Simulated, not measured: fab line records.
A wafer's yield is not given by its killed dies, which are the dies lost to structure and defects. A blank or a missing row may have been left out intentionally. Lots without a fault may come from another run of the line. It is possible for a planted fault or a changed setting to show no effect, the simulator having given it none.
Split-lot experiment / flow n5_finfet / route with 1938 steps; 7 lots, 21 wafers read

## ABOUT THE SPLIT
At N5_BEOL_M2_DESCUM_16 (chemistry O2, time 7 s), the setting time_s was moved away from the recipe's 7 s on 6 of the 21 wafers read, by -16.8% to +19.0%. All remaining wafers had this setting at the recipe value.

Reading taken at the split's own step.

## THE READING
CAR-EUV_of_BEOL_M2_COAT_05.thk_nm (the simulator's own value, which no gauge read), in nm, at N5_BEOL_M2_DESCUM_16 (chemistry O2, time 7 s). There is no usual value for it anywhere in the file. Across the 15 wafers here that went through the recipe, the average is 26.1 nm and the standard deviation 0.094 nm.

wafer=L074.1; tool, chamber at the split=rie_diel-02, 3,2,1; time_s as run, s=7; against the recipe=recipe; CAR-EUV_of_BEOL_M2_COAT_05.thk_nm, nm=26; against lot-mates on the recipe=-
wafer=L074.3; tool, chamber at the split=rie_diel-02, 3,2,1; time_s as run, s=7; against the recipe=recipe; CAR-EUV_of_BEOL_M2_COAT_05.thk_nm, nm=26; against lot-mates on the recipe=-
wafer=L074.5; tool, chamber at the split=rie_diel-02, 3,2,1; time_s as run, s=7; against the recipe=recipe; CAR-EUV_of_BEOL_M2_COAT_05.thk_nm, nm=26; against lot-mates on the recipe=-
wafer=L075.1; tool, chamber at the split=rie_diel-01, 2,1,0; time_s as run, s=7; against the recipe=recipe; CAR-EUV_of_BEOL_M2_COAT_05.thk_nm, nm=26; against lot-mates on the recipe=-
wafer=L075.3; tool, chamber at the split=rie_diel-01, 2,1,0; time_s as run, s=7; against the recipe=recipe; CAR-EUV_of_BEOL_M2_COAT_05.thk_nm, nm=26; against lot-mates on the recipe=-
wafer=L075.6; tool, chamber at the split=rie_diel-01, 2,1,0; time_s as run, s=7; against the recipe=recipe; CAR-EUV_of_BEOL_M2_COAT_05.thk_nm, nm=26; against lot-mates on the recipe=-
wafer=L076.3; tool, chamber at the split=rie_diel-05, 2,1; time_s as run, s=8.011; against the recipe=+14.4%; CAR-EUV_of_BEOL_M2_COAT_05.thk_nm, nm=25.6; against lot-mates on the recipe=-0.4
wafer=L076.5; tool, chamber at the split=rie_diel-05, 2,1; time_s as run, s=8.011; against the recipe=+14.4%; CAR-EUV_of_BEOL_M2_COAT_05.thk_nm, nm=25.6; against lot-mates on the recipe=-0.4
wafer=L076.6; tool, chamber at the split=rie_diel-05, 3; time_s as run, s=7; against the recipe=recipe; CAR-EUV_of_BEOL_M2_COAT_05.thk_nm, nm=26; against lot-mates on the recipe=-
wafer=L079.1; tool, chamber at the split=rie_diel-02, 0,2; time_s as run, s=7; against the recipe=recipe; CAR-EUV_of_BEOL_M2_COAT_05.thk_nm, nm=26.2; against lot-mates on the recipe=-
wafer=L079.6; tool, chamber at the split=rie_diel-02, 0,2; time_s as run, s=7; against the recipe=recipe; CAR-EUV_of_BEOL_M2_COAT_05.thk_nm, nm=26.2; against lot-mates on the recipe=-
wafer=L079.5; tool, chamber at the split=rie_diel-02, 3; time_s as run, s=8.327; against the recipe=+19.0%; CAR-EUV_of_BEOL_M2_COAT_05.thk_nm, nm=25.4; against lot-mates on the recipe=-0.8
wafer=L091.1; tool, chamber at the split=rie_diel-02, 1; time_s as run, s=5.826; against the recipe=-16.8%; CAR-EUV_of_BEOL_M2_COAT_05.thk_nm, nm=26.8; against lot-mates on the recipe=+0.7
wafer=L091.3; tool, chamber at the split=rie_diel-02, 0; time_s as run, s=7; against the recipe=recipe; CAR-EUV_of_BEOL_M2_COAT_05.thk_nm, nm=26; against lot-mates on the recipe=-
wafer=L091.5; tool, chamber at the split=rie_diel-02, 1; time_s as run, s=7; against the recipe=recipe; CAR-EUV_of_BEOL_M2_COAT_05.thk_nm, nm=26.2; against lot-mates on the recipe=-
wafer=L089.2; tool, chamber at the split=rie_diel-01, 0; time_s as run, s=7; against the recipe=recipe; CAR-EUV_of_BEOL_M2_COAT_05.thk_nm, nm=26.2; against lot-mates on the recipe=-
wafer=L089.4; tool, chamber at the split=rie_diel-01, 0; time_s as run, s=7; against the recipe=recipe; CAR-EUV_of_BEOL_M2_COAT_05.thk_nm, nm=26.2; against lot-mates on the recipe=-
wafer=L089.5; tool, chamber at the split=rie_diel-01, 2; time_s as run, s=7; against the recipe=recipe; CAR-EUV_of_BEOL_M2_COAT_05.thk_nm, nm=26; against lot-mates on the recipe=-
wafer=L096.2; tool, chamber at the split=rie_diel-01, 1,2; time_s as run, s=7.784; against the recipe=+11.2%; CAR-EUV_of_BEOL_M2_COAT_05.thk_nm, nm=25.6; against lot-mates on the recipe=-0.4
wafer=L096.3; tool, chamber at the split=rie_diel-01, 1,2; time_s as run, s=7.784; against the recipe=+11.2%; CAR-EUV_of_BEOL_M2_COAT_05.thk_nm, nm=25.6; against lot-mates on the recipe=-0.4
wafer=L096.5; tool, chamber at the split=rie_diel-01, 0; time_s as run, s=7; against the recipe=recipe; CAR-EUV_of_BEOL_M2_COAT_05.thk_nm, nm=26; against lot-mates on the recipe=-
The file does not say which wafer passed through which chamber wherever a row lists several chambers: such a row stands for several wafers.

THE FIT
A straight line over all 21 wafers: CAR-EUV_of_BEOL_M2_COAT_05.thk_nm changes by -0.0378 nm for each +1% of time_s; r = -0.96; the points scatter about the line by 0.092 nm.
The same after taking each lot's own level away (the mean of its wafers on the recipe; 21 wafers): -0.0367 nm for each +1%; r = -0.97; scatter 0.071 nm.
On that fit, the largest move of time_s shifts the reading by 0.7 nm.
Measured against the standard deviation above, the lots' own levels, which go from 26.00 to 26.20 nm, span 2.1 times it.
Hence the lot-to-lot level has little effect on the slope; both slopes agree.
Check: -0.64 nm against its lot-mates is what the line predicts for one of the wafers moved furthest among these (+19.0%) when that wafer is left out of the fit. Against them it came out at -0.8 nm.

## THESE WAFERS: OTHER SPLITS
These wafers also went through other splits before the reading. Each is held against what the fit with the lots' levels taken away leaves over:
other split on the same wafers=N5_BEOL_M2_EXPOSE_08 dose_mj; wafers away from the commonest value=11; r with CAR-EUV_of_BEOL_M2_COAT_05.thk_nm (lot level and that fit taken away)=-0.11

## THE FILE'S OWN FIT
CAR-EUV_of_BEOL_M2_COAT_05.thk_nm changes by -0.0381 nm for each +1% of time_s, r = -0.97.
